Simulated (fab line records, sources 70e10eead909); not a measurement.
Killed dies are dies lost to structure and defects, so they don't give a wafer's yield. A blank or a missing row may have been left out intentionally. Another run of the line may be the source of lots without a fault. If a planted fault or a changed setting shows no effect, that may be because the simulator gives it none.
Chamber matching :: flow nandHarc :: cmp-01 running NHARC_P_BONDPAD_CMP_19: 4 sister chambers
The step polishes, t overpolish 30 s, cu recess touch 16 s, target thk 160.81 nm. 8 wafers are shown with their chamber, then 7 later ones without.

== WAFERS PAIRED WITH THEIR CHAMBERS ==
wafer: L074.5
chamber: 3
motorCurrentA (A): 12.1
slurryFlowMlMin: 149.1

wafer: L087.2
chamber: 1
motorCurrentA (A): 10.1
slurryFlowMlMin: 149.8

wafer: L087.4
chamber: 2
motorCurrentA (A): 12.4
slurryFlowMlMin: 149.9

wafer: L088.1
chamber: 3
motorCurrentA (A): 13.0
slurryFlowMlMin: 148.8

wafer: L088.3
chamber: 2
motorCurrentA (A): 13.1
slurryFlowMlMin: 150.5

wafer: L088.6
chamber: 0
motorCurrentA (A): 11.0
slurryFlowMlMin: 149.9

wafer: L091.3
chamber: 1
motorCurrentA (A): 9.7
slurryFlowMlMin: 150.3

wafer: L091.4
chamber: 0
motorCurrentA (A): 11.7
slurryFlowMlMin: 149.3

== WAFERS MISSING THEIR CHAMBER ==
wafer: L091.5
motorCurrentA (A): 11.5
slurryFlowMlMin: 149.5

wafer: L092.3
motorCurrentA (A): 12.2
slurryFlowMlMin: 149.1

wafer: L092.5
motorCurrentA (A): 12.0
slurryFlowMlMin: 150.1

wafer: L092.6
motorCurrentA (A): 9.4
slurryFlowMlMin: 150.5

wafer: L094.1
motorCurrentA (A): 9.5
slurryFlowMlMin: 149.9

wafer: L094.3
motorCurrentA (A): 12.0
slurryFlowMlMin: 149.7

wafer: L094.6
motorCurrentA (A): 12.1
slurryFlowMlMin: 149.9

== WHICH CHAMBER EACH WENT THROUGH ==
wafer: L091.5
from the rows above: 0
in truth: 0

wafer: L092.3
from the rows above: can't be placed: 3 or 0
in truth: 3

wafer: L092.5
from the rows above: can't be placed: 2 or 0 or 3
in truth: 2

wafer: L092.6
from the rows above: 1
in truth: 1

wafer: L094.1
from the rows above: 1
in truth: 1

wafer: L094.3
from the rows above: can't be placed: 0 or 2 or 3
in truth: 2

wafer: L094.6
from the rows above: can't be placed: 2 or 0 or 3
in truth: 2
Correct placement for 3 of the 7. Cannot be placed on the basis of these rows: 4; the candidates contain the true chamber in 4. Wrongly placed: 0.
How it was worked out, from the rows above alone: a wafer's distance from a chamber is the root of the sum, over the readings, of the square of ((its reading less the chamber's mean) divided by the reading's scatter). If the next closest chamber is less than 2 further off than the closest, the wafer can't be placed; otherwise it belongs to the closest. The mean given for a chamber averages the wafers shown for that chamber. How the scatter is found: for the shown wafers, subtract from each reading the mean of its chamber, square and add these, divide the total by (wafers less chambers), then take the root.
